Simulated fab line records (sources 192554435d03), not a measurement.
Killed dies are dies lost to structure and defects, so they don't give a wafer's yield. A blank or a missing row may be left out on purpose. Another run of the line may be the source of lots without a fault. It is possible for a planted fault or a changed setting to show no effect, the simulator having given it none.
fab line records ; flow n5_finfet
record lots=7; wafers=39
route steps=1938 shown DUMMY_GATE@246 HKMG_FIN@435 MOL_CONTACT_COAG@579
start_h: the number of hours between the record's first day and the start of the first shown wafer of the lot ; wait_h: time in hours since the lot's previous step ; " unchanged from the row above ; L1.1+2: a row that stands for several wafers ; - no value, or no start was given ; * or withheld: withheld ; < > ~ a bound
route shown NAME@n: NAME is a module with steps in the file, n the number in the route of the first one ; usual: mean/standard deviation taken from wafers without a fault ; same: alike in all rows ; chamber/n: place in a boat ; sites: the reading at each site ; _std_site: how widely they spread, as a standard deviation ; _edge_site: outer sites' mean less inner sites' ; radius_mm: how far each site lies from the wafer's centre ; mask NAME#n: copy n ; behind: the tool/chamber that last shaped the wafer ; hold: what put the lot on hold/how long, in hours/how the hold closed ; device: whichever transistor did not switch (one of n, p or np) ; end of line: tests of these same wafers at the route's end ; where a step has no rows: the recipe by itself ; killed: count of dies lost to structure and defects at first sort (not the wafer's yield) ; map: shows each die of a wafer: x if killed, . if not, _ if none is there
set.NAME: setting as actually run; set.NAME@STEP: the setting as run at that earlier step ; model.NAME: the simulator's own value behind a step, which no gauge read
lots run with intentionally changed settings; tables by step, rows by wafer
## steps
# step N5_DUMMY_GATE_ETCH_32
# recipe chemistry=CF4; target=SiO2; target_depth_a=35; time_s=3.9; ion_energy_ev=350; pressure_mtorr=10; icp_w=800; bias_w=400; cf4_flow_sccm=80
lot.wafer;tool;chamber;start_h;wait_h;set.time_s;model.etch.depth_nm
L076.1;rie_si-06;1;59.19;0.1;3.9;3.379
L076.3;rie_si-06;2;59.19;0.1;3.9;3.42
L076.6;rie_si-06;1;59.19;0.1;3.9;3.345
L081.1;rie_si-01;1;91.93;0.1;3.528;3.112
L081.2;rie_si-01;2;91.93;0.1;3.528;3.133
L081.3;rie_si-01;3;91.93;0.1;3.9;3.469
L081.4;rie_si-01;0;91.93;0.1;3.9;3.498
L081.5;rie_si-01;1;91.93;0.1;3.9;3.429
L081.6;rie_si-01;0;91.93;0.1;3.528;3.182
L082.1;rie_si-01;2;95.23;0.1;3.018;2.686
L082.2;rie_si-01;3;95.23;0.1;3.018;2.692
L082.3;rie_si-01;1;95.23;0.1;3.018;2.645
L082.4;rie_si-01;0;95.23;0.1;3.9;3.497
L082.5;rie_si-01;2;95.23;0.1;3.9;3.445
L082.6;rie_si-01;3;95.23;0.1;3.9;3.491
L083.1;rie_si-01;0;101.34;0.1;3.178;2.817
L083.2;rie_si-01;3;101.34;0.1;3.9;3.46
L083.3;rie_si-01;1;101.34;0.1;3.178;2.767
L083.4;rie_si-01;2;101.34;0.1;3.9;3.429
L083.5;rie_si-01;0;101.34;0.1;3.178;2.822
L083.6;rie_si-01;1;101.34;0.1;3.9;3.363
L085.1;rie_si-02;0;115.64;0.1;3.9;3.484
L085.2;rie_si-02;3;115.64;0.1;3.159;2.875
L085.3;rie_si-02;2;115.64;0.1;3.9;3.592
L085.4;rie_si-02;1;115.64;0.1;3.159;2.737
L085.5;rie_si-02;0;115.64;0.1;3.9;3.479
L085.6;rie_si-02;1;115.64;0.1;3.159;2.761
L086.1;rie_si-02;2;121.20;0.1;3.9;3.633
L086.2;rie_si-02;3;121.20;0.1;3.9;3.595
L086.3;rie_si-02;1;121.20;0.1;3.9;3.424
L086.4;rie_si-02;0;121.20;0.1;3.9;3.453
L086.5;rie_si-02;3;121.20;0.1;3.9;3.547
L086.6;rie_si-02;2;121.20;0.1;3.9;3.627
L091.1;rie_si-01;2;148.22;0.1;4.495;4.025
L091.2;rie_si-01;0;148.22;0.1;3.9;3.54
L091.3;rie_si-01;3;148.22;0.1;4.495;4.116
L091.4;rie_si-01;1;148.22;0.1;3.9;3.448
L091.5;rie_si-01;2;148.22;0.1;4.495;4.04
L091.6;rie_si-01;1;148.22;0.1;3.9;3.477
# step N5_HKMG_FIN_ETCH_32
# recipe chemistry=N2/H2; target=SOC; target_depth_a=2400; temp_c=40; time_s=300; ion_energy_ev=200; mask_material=SiARC; pressure_mtorr=30; source_w=840; bias_w=150; n2_flow_sccm=200; h2_flow_sccm=200
# usual rf_vpp_V=523.4/2.1
lot.wafer;tool;chamber;start_h;wait_h;set.source_w;rf_vpp_V;model.HKMG_FIN.feature_depth_nm;model.etch.depth_nm
L076.1;rie_diel-05;1;87.41;0.0;840;524.3;240.2;240.2
L076.3;rie_diel-05;2;87.41;0.0;840;526.7;243.8;243.8
L076.6;rie_diel-05;0;87.41;0.0;840;524.2;242.4;242.4
L081.1;rie_diel-03;2;119.75;0.0;840;522.7;247.2;247.2
L081.2;rie_diel-03;3;119.75;0.0;840;523.1;242.2;242.1
L081.3;rie_diel-03;1;119.75;0.0;840;524.9;243.8;243.8
L081.4;rie_diel-03;0;119.75;0.0;840;522.5;248.2;248.3
L081.5;rie_diel-03;1;119.75;0.0;840;525.2;243.2;243.3
L081.6;rie_diel-03;2;119.75;0.0;840;521.0;246.2;246.3
L082.1;rie_diel-05;1;125.31;0.0;840;524.0;237.6;237.7
L082.2;rie_diel-05;3;125.31;0.0;718.7;551.1;214.2;214.1
L082.3;rie_diel-05;0;125.31;0.0;718.7;550.6;214.8;214.9
L082.4;rie_diel-05;2;125.31;0.0;840;525.9;246.2;246.1
L082.5;rie_diel-05;2;125.31;0.0;718.7;553.9;215.2;215.3
L082.6;rie_diel-05;1;125.31;0.0;840;523.9;239;238.9
L083.1;rie_diel-06;2;130.28;0.0;911.1;505.4;248.6;248.6
L083.2;rie_diel-06;0;130.28;0.0;840;526.7;238;237.9
L083.3;rie_diel-06;1;130.28;0.0;840;523.5;246.8;246.8
L083.4;rie_diel-06;3;130.28;0.0;911.1;507.4;257.4;257.4
L083.5;rie_diel-06;3;130.28;0.0;911.1;507.4;259.8;259.8
L083.6;rie_diel-06;2;130.28;0.0;840;520.7;234;234.1
L085.1;rie_diel-05;2;144.38;0.0;840;526.9;244.6;244.6
L085.2;rie_diel-05;0;144.38;0.0;947.4;504.1;270.4;270.4
L085.3;rie_diel-05;1;144.38;0.0;947.4;502.9;262.8;262.7
L085.4;rie_diel-05;3;144.38;0.0;947.4;501.5;279.4;279.4
L085.5;rie_diel-05;2;144.38;0.0;840;526.7;244.2;244.1
L085.6;rie_diel-05;3;144.38;0.0;840;523.3;252;252
L086.1;rie_diel-05;2;148.18;0.0;840;527.0;246.8;246.7
L086.2;rie_diel-05;0;148.18;0.0;735.9;546.5;219;219
L086.3;rie_diel-05;1;148.18;0.0;735.9;548.1;216.4;216.4
L086.4;rie_diel-05;3;148.18;0.0;735.9;545.6;227.4;227.4
L086.5;rie_diel-05;1;148.18;0.0;840;524.2;240.6;240.7
L086.6;rie_diel-05;0;148.18;0.0;840;521.9;243.8;243.7
L091.1;rie_diel-06;3;176.68;0.0;732.6;545.2;214.8;214.9
L091.2;rie_diel-06;1;176.68;0.0;732.6;547.9;218.4;218.4
L091.3;rie_diel-06;0;176.68;0.0;840;525.4;234.4;234.4
L091.4;rie_diel-06;0;176.68;0.0;840;525.1;231.8;231.8
L091.5;rie_diel-06;1;176.68;0.0;732.6;546.7;217.8;217.8
L091.6;rie_diel-06;3;176.68;0.0;840;520.3;238.8;238.7
# step N5_MOL_CONTACT_COAG_ALD_131
# recipe material=SiO2; target_thk_a=50; temp_c=100; ald_precursor_family=BDEAS; ald_co_reactant=O2-plasma; pulse_time_s=1; co_reactant_pulse_time_s=1; purge_time_s=2; co_reactant_purge_time_s=2; ald_cycles=35; pressure_torr=2
lot.wafer;tool;chamber;start_h;wait_h;set.ald_cycles;model.SiO2_of_MOL_CONTACT_COAG_ALD_131.thk_nm
L076.1+3+6;ald_sin-02;3,1,1;111.57;0.1;35;5
L081.1+3+4;ald_sin-04;0,3,1;144.27;0.5;31;4.4
L081.2+5+6;ald_sin-04;2,3,0;144.27;0.5;35;5
L082.1+2+4;ald_sin-04;3,2,0;147.02;0.1;35;5
L082.3+5+6;ald_sin-04;1,0,1;147.02;0.1;37;5.2
L083.1+6;ald_sin-04;2;152.98;0.1;30;4.2
L083.2+4+5;ald_sin-04;3,0,3;152.98;0.1;35;5
L083.3;ald_sin-04;1;152.98;0.1;30;4.4
L085.1+2+3;ald_sin-01;2,3,1;167.45;0.1;33;4.8
L085.4+5+6;ald_sin-01;0,2,1;167.45;0.1;35;5
L086.1+2+3;ald_sin-01;0,3,1;171.09;0.1;41;5.8
L086.4+5+6;ald_sin-01;2,0,3;171.09;0.1;35;5
L091.1+2+3+4+5+6;ald_sin-04;1,0,2,3,0,1;199.47;0.1;35;5
## key
split step=N5_DUMMY_GATE_ETCH_32; setting=time_s; stated=3.9; by=wafer
response step=N5_DUMMY_GATE_ETCH_32; reading=model.etch.depth_nm; change=+0.0359; per=1%; r=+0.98
split step=N5_HKMG_FIN_ETCH_32; setting=source_w; stated=840; by=wafer
response step=N5_HKMG_FIN_ETCH_32; reading=rf_vpp_V; change=-1.84; per=1%; r=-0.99
response step=N5_HKMG_FIN_ETCH_32; reading=model.HKMG_FIN.feature_depth_nm; change=+1.75; per=1%; r=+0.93
response step=N5_HKMG_FIN_ETCH_32; reading=model.etch.depth_nm; change=+1.75; per=1%; r=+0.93
split step=N5_MOL_CONTACT_COAG_ALD_131; setting=ald_cycles; stated=35; by=wafer
response step=N5_MOL_CONTACT_COAG_ALD_131; reading=model.SiO2_of_MOL_CONTACT_COAG_ALD_131.thk_nm; change=+0.048; per=1%; r=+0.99
